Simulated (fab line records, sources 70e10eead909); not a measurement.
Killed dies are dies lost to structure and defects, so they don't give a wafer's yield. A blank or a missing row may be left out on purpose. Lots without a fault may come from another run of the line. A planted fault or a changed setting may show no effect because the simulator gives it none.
A struck lot beside a sound one | flow nand_harc | 20 steps out of a route of 1302
Sound: wafers L895.1, L895.4, L895.5. Struck: wafers L894.1, L894.3, L894.6. The cause comes at the end.
At each step with rows: each side's tool, then ch and its chambers, then its first start. Under that, the readings that differ: sound wafers | struck wafers | difference of the means | sigmas: that difference in standard deviations of wafers without a fault.
alike: readings whose means differ by less than 2 such deviations, and words and numbers that are the same on both sides. not compared: withheld readings, readings that some wafer has no value for, bounds like >300 that may hide the same value, and numbers for which the record gives no deviation and whose values overlap.
The two part at a step that has a row with sigmas, a row that says differs or no value, or rows on one side only. Numbers that don't overlap but have no deviation are shown without sigmas and don't part them. A reading that every wafer of one side lacks parts them only if that side has two wafers or more.

NHARC_P_CONTACT_CMP_24: polishes, t overpolish 30 s, target thk 200 nm.
  sound on cmp-01 ch 0,2, day 10 00:07; struck on cmp-02 ch 0,2,3, day 9 16:47
  alike: motor_current_A, overpolish_run_s, time_to_endpoint_s
then, 1 step without rows for these wafers: NHARC_P_CONTACT_SRD_26.
NHARC_P_CONTACT_INSPECT_27:
  sound on defect_inspect-01, day 10 00:31; struck on defect_inspect-01, day 9 17:09
  alike: raw_defect_count
then, 8 steps without rows for these wafers: NHARC_P_M0_DEP_00 (deposits SiOC, target thk 150 nm); NHARC_P_M0_DEHYDRATE_01 (time 120 s); NHARC_P_M0_HMDS_02 (time 30 s); NHARC_P_M0_COAT_33 (time 65 s); NHARC_P_M0_COAT_03 (resist thk 90 nm); NHARC_P_M0_SOFTBAKE_04 (time 55 s); NHARC_P_M0_EBR_05; NHARC_P_M0_EXPOSE_06 (exposes mask P M0, target cd 90 nm).
NHARC_P_M0_PEB_07: peb time 65 s.
  sound on litho_track-06 ch 0, day 10 01:20; struck on litho_track-01 ch 0, day 9 17:58
  reading                  | sound              | struck               | difference | sigmas
  heater_power_total_W (W) | 157.1 157.0 156.3  | 168.9 169.0 168.5    | +12.0      | +30
  plate_temp_C (C)         | 99.92 100.10 99.89 | 105.55 105.78 105.94 | +5.79      | +41
then, 1 step without rows for these wafers: NHARC_P_M0_DEVELOP_08 (develop time 35 s).
NHARC_P_M0_CD_MEAS_09: target cd 90 nm.
  sound on cd_sem-01 ch 0, day 10 01:25; struck on cd_sem-02 ch 0, day 9 18:04
  reading    | sound          | struck            | difference | sigmas
  cd_nm (nm) | 89.9 89.5 89.5 | 108.9 108.9 109.3 | +19.4      | +34
NHARC_P_M0_OVL_MEAS_10: pitch 180 nm.
  sound on overlay-02, day 10 01:30; struck on overlay-02, day 9 18:09
  alike: overlay_x_nm, overlay_y_nm
NHARC_P_M0_INSPECT_11:
  sound on defect_inspect-01, day 10 01:32; struck on defect_inspect-01, day 9 18:11
  alike: raw_defect_count
NHARC_P_M0_DESCUM_14: chemistry O2, time 3 s.
  sound on rie_diel-04 ch 0,1,3, day 10 01:37; struck on rie_diel-04 ch 0,1,2, day 9 18:16
  reading               | sound            | struck            | difference | sigmas
  model.P_M0.cd_nm (nm) | 89.84 89.6 89.87 | 108.6 108.4 109.4 | +19.0      |
  alike: drypump_motor_current_A, oes_product_au, rf_vpp_V, showerhead_plenum_p_Torr, throttle_valve_pct
  not compared: rf_hours_counter_h
NHARC_P_M0_ETCH_34: etches the open film in N2/H2, target depth 40 nm, overetch 12 nm, time 43.94 s.
  sound on rie_diel-04 ch 0,3, day 10 01:41; struck on rie_diel-04 ch 1,3, day 9 18:20
  alike: drypump_motor_current_A, h2_flow_sccm, oes_product_au, rf_fwd_power_W, rf_vpp_V, showerhead_plenum_p_Torr, throttle_valve_pct
  not compared: rf_hours_counter_h
NHARC_P_M0_ETCH_15: etches the open film in C4F8/Ar, target depth 150 nm, overetch 15 nm, time 82.5 s.
  sound on rie_diel-04 ch 0,1; struck on rie_diel-04 ch 0,2
  reading               | sound             | struck          | difference | sigmas
  model.P_M0.cd_nm (nm) | 89.94 88.94 89.29 | 108.7 108 109.7 | +19.4      |
  alike: oes_product_au, rf_fwd_power_W, rf_vpp_V
  not compared: rf_hours_counter_h
NHARC_P_M0_CD_MEAS_16:
  sound on cd_sem-01, day 10 01:54; struck on cd_sem-02, day 9 18:32
  reading    | sound          | struck            | difference | sigmas
  cd_nm (nm) | 89.6 88.9 89.3 | 108.6 107.9 109.7 | +19.5      | +26

WHERE THEY PART
First at NHARC_P_M0_PEB_07; last, within this record, at NHARC_P_M0_CD_MEAS_16.

WHY: what the simulator had put in
Process parameter drift: litho_track-01, from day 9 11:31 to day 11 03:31, at NHARC_P_M0_PEB_07. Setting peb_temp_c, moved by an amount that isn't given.
